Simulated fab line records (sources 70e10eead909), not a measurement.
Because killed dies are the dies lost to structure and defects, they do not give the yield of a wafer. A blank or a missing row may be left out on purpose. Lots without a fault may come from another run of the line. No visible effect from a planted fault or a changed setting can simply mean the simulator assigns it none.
Matching of chambers    flow nand-harc    cmp-01 running NHARC_P_CONTACT_CMP_01: 4 sister chambers
The step polishes SiO2, target thk 200 nm. 18 wafers are shown with their chamber, then 9 later ones without.

== WAFERS, EACH WITH ITS CHAMBER ==
wafer   chamber  motor-current-A (A)  slurry-filter-dp-kPa (kPa)
L077.2  3        12.1                 13.76
L077.4  0        12.1                 13.70
L077.5  1        15.0                 13.56
L076.2  0        11.3                 13.36
L076.3  3        12.1                 13.59
L076.5  2        10.0                 13.22
L080.1  0        11.9                 13.46
L080.4  1        14.6                 13.71
L080.5  0        12.0                 13.41
L087.1  0        11.7                 13.64
L087.2  2        9.5                  13.84
L087.3  3        12.7                 13.30
L089.3  3        12.4                 13.48
L089.4  1        14.4                 13.56
L089.6  3        11.8                 13.46
L090.2  2        9.7                  13.52
L090.4  3        11.9                 13.23
L090.6  0        12.7                 13.46

SIGNATURES, as means of the wafers listed above
reading               chamber 0  chamber 1  chamber 2  chamber 3  scatter within a chamber
motor-current-A       11.950     14.667     9.733      12.167     0.372
slurry-filter-dp-kPa  13.5050    13.6100    13.5267    13.4700    0.186
Rule: distance of a wafer from a chamber = root of the sum over the readings of ((wafer's reading minus chamber's mean) / reading's scatter) squared. The wafer belongs to the nearest chamber; if the next one is less than 2 further off, it can't be placed. The scatter is the square root of a quotient: the sum, over the shown wafers, of each reading's squared deviation from its chamber's mean, divided by wafers minus chambers.

== WAFERS WHOSE CHAMBER IS MISSING ==
wafer   motor-current-A (A)  slurry-filter-dp-kPa (kPa)
L092.1  15.0                 13.63
L092.3  12.5                 13.58
L092.4  9.9                  13.79
L093.2  12.2                 13.61
L093.4  9.4                  13.47
L093.5  15.2                 13.60
L097.1  10.3                 13.16
L097.2  11.7                 13.44
L097.5  9.6                  13.39

== WHICH CHAMBER EACH WENT THROUGH ==
wafer   from the rows above      in truth
L092.1  1                        1
L092.3  can't be placed: 3 or 0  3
L092.4  2                        2
L093.2  can't be placed: 3 or 0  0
L093.4  2                        2
L093.5  1                        1
L097.1  2                        2
L097.2  can't be placed: 0 or 3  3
L097.5  2                        2
Correct placement for 6 of the 9. Unplaceable from these rows: 3, with the true chamber sitting among the candidates in 3. 0 placed wrongly.
